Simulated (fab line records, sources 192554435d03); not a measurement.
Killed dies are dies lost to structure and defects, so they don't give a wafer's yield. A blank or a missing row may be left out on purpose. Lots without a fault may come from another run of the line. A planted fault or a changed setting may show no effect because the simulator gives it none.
A struck lot beside a sound one | flow n5_finfet | 37 steps out of a route of 1938
Sound: wafers L311.2, L311.4, L311.5. Struck: wafers L306.2, L306.4, L306.5. The cause comes at the end.
At each step with rows: each side's tool, then ch and its chambers, then its first start. Under that, the readings that differ: sound wafers | struck wafers | difference of the means | sigmas: that difference in standard deviations of wafers without a fault.
alike: readings whose means differ by less than 2 such deviations, and words and numbers that are the same on both sides. not compared: withheld readings, readings that some wafer has no value for, bounds like >300 that may hide the same value, and numbers for which the record gives no deviation and whose values overlap.
The two part at a step that has a row with sigmas, a row that says differs or no value, or rows on one side only. Numbers that don't overlap but have no deviation are shown without sigmas and don't part them. A reading that every wafer of one side lacks parts them only if that side has two wafers or more.

first, 9 steps without rows for these wafers: N5_BEOL_M11_ILD_DEP_00 (deposits SiCOH lowk from DEMS/porogen, target thk 308.51 nm, time 58 s); N5_BEOL_M11_CURE_71 (cures SiCOH lowk, time 240 s); N5_BEOL_M11_PECVD_70 (deposits SiO2 from TEOS/O2, target thk 20 nm, time 22.7 s); N5_BEOL_M11_HM_DEP_02 (deposits TiN, target thk 20 nm); N5_BEOL_M11_COAT_59 (time 60 s, resist thk 100 nm); N5_BEOL_M11_COAT_60 (time 60 s, resist thk 30 nm); N5_BEOL_M11_COAT_05 (resist thk 90 nm); N5_BEOL_M11_EBR_07; N5_BEOL_M11_SOFTBAKE_06 (time 60 s).
N5_BEOL_M11_EXPOSE_08: exposes mask M11.
  sound on arfi_scanner-03 ch 0, day 16 19:56; struck on arfi_scanner-01 ch 0, day 14 22:14
  reading              | sound             | struck            | difference | sigmas
  exposure_dose_mJ_cm2 | 53.76 53.76 53.78 | 49.81 49.90 49.90 | -3.90      | -66
  alike: mask
then, 2 steps without rows for these wafers: N5_BEOL_M11_PEB_09 (peb time 60 s); N5_BEOL_M11_DEVELOP_10 (develop time 30 s).
N5_BEOL_M11_CD_MEAS_11: target cd 64.1 nm.
  sound on cd_sem-03 ch 0, day 16 20:03; struck on cd_sem-01 ch 0, day 14 22:22
  reading    | sound          | struck         | difference | sigmas
  cd_nm (nm) | 63.9 64.7 63.8 | 60.1 58.3 58.6 | -5.1       | -6
then, 1 step without rows for these wafers: N5_BEOL_M11_DESCUM_16 (chemistry O2, time 7.9 s).
N5_BEOL_M11_ETCH_61: etches SiARC in CF4, target depth 39 nm, time 65 s.
  sound on rie_diel-02 ch 2,3, day 16 20:10; struck on rie_diel-02 ch 1,2,3, day 14 22:32
  reading                          | sound         | struck       | difference | sigmas
  model.BEOL_M11.cd_offset_nm (nm) | -0.6 0.2 -0.4 | -4 -5.6 -5.4 | -5         |
  alike: drypump_motor_current_A, etch_rf_on_time_s, oes_product_au, rf_vpp_V, showerhead_plenum_p_Torr, throttle_valve_pct
  not compared: rf_hours_counter_h
then, 5 steps without rows for these wafers: N5_BEOL_M11_ETCH_62 (etches SOC in N2/H2, target depth 110 nm, overetch 22 nm, time 165 s); N5_BEOL_M11_STRIP_68 (strips in N2/H2); N5_BEOL_M11_STRIP_67 (strips in CF4); N5_BEOL_M11_HM_OPEN_17 (chemistry Cl2/BCl3, target TiN, target depth 20 nm, overetch 6 nm); N5_BEOL_M11_STRIP_19 (strips in O2).
N5_BEOL_M11_CD_MEAS_18: pitch 140 nm, target cd 70 nm.
  sound on cd_sem-01, day 16 20:35; struck on cd_sem-01, day 14 23:05
  reading    | sound          | struck         | difference | sigmas
  cd_nm (nm) | 70.2 70.8 69.8 | 66.7 64.3 65.0 | -4.9       | -5
then, 13 steps without rows for these wafers: N5_BEOL_M11_COAT_63 (time 60 s, resist thk 100 nm); N5_BEOL_M11_COAT_64 (time 60 s, resist thk 30 nm); N5_BEOL_M11_COAT_22 (resist thk 90 nm); N5_BEOL_M11_EBR_24; N5_BEOL_M11_SOFTBAKE_23 (time 60 s); N5_BEOL_M11_EXPOSE_25 (exposes mask V10); N5_BEOL_M11_PEB_26 (peb time 60 s); N5_BEOL_M11_DEVELOP_27 (develop time 30 s); N5_BEOL_M11_DESCUM_33 (chemistry O2, time 7.9 s); N5_BEOL_M11_ETCH_65 (etches SiARC in CF4, target depth 39 nm, time 65 s); N5_BEOL_M11_ETCH_66 (etches SOC in N2/H2, target depth 120 nm, overetch 24 nm, time 180 s); N5_BEOL_M11_STRIP_69 (strips in N2/H2); N5_BEOL_M11_VIA_ETCH_34 (etches SiCOH lowk in C4F6/O2, target depth 184.5 nm, time 69.2 s).
N5_BEOL_M11_CD_MEAS_35: target cd 70 nm.
  sound on cd_sem-02, day 16 23:58; struck on cd_sem-03, day 15 00:59
  reading    | sound          | struck         | difference | sigmas
  cd_nm (nm) | 69.9 70.3 69.5 | 66.0 63.9 65.2 | -4.9       | -5
N5_BEOL_M15_RC_MEAS_101:
  sound on prober-01 ch 0, day 18 00:34; struck on prober-02 ch 0, day 16 11:38
  reading                    | sound          | struck         | difference | sigmas
  SERP_M11 (ohm/um)          | 3.11 3.00 3.18 | 3.34 3.47 3.55 | +0.36      | +4
  SERP_M11_max_site (ohm/um) | 3.21 3.07 3.24 | 3.49 3.65 3.62 | +0.41      | +4
  SERP_M5 (ohm/um)           | 37.0 37.8 37.3 | 41.8 43.0 40.2 | +4.3       | +2
  SERP_M6 (ohm/um)           | 12.3 13.0 12.9 | 14.6 14.3 14.1 | +1.6       | +2
  SERP_M6_max_site (ohm/um)  | 12.6 13.5 13.2 | 15.3 14.7 14.7 | +1.8       | +3
  alike: COMB_M10, COMB_M10_max_site, COMB_M11, COMB_M12, COMB_M13, COMB_M14, COMB_M15, COMB_M15_max_site, COMB_M5, COMB_M6, COMB_M7, COMB_M8, COMB_M9, SERP_M10, SERP_M12, SERP_M13, SERP_M14, SERP_M7, SERP_M8, SERP_M9
N5_PASSIVATION_PROBE_49:
  sound on prober-01, day 18 17:11; struck on prober-01, day 17 01:18
  alike: defect_limited_yield, killed_at_M0_to_M3, killed_at_M4_up, killed_at_contacts, killed_at_front_end, killed_at_other, killed_dies, killed_open, killed_short, sort_bin_4_leakage, sort_bin_5_function, sort_bin_6_memory, sort_n_pass, sort_yield_pct

WHERE THEY PART
First at N5_BEOL_M11_EXPOSE_08; last, within this record, at N5_BEOL_M15_RC_MEAS_101. Later steps at which nothing parts them and some readings are alike: N5_PASSIVATION_PROBE_49.

WHY: what the simulator had put in
Process parameter drift: arfi_scanner-01, from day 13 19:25 on, at N5_BEOL_M11_EXPOSE_08. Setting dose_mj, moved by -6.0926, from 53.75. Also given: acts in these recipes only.
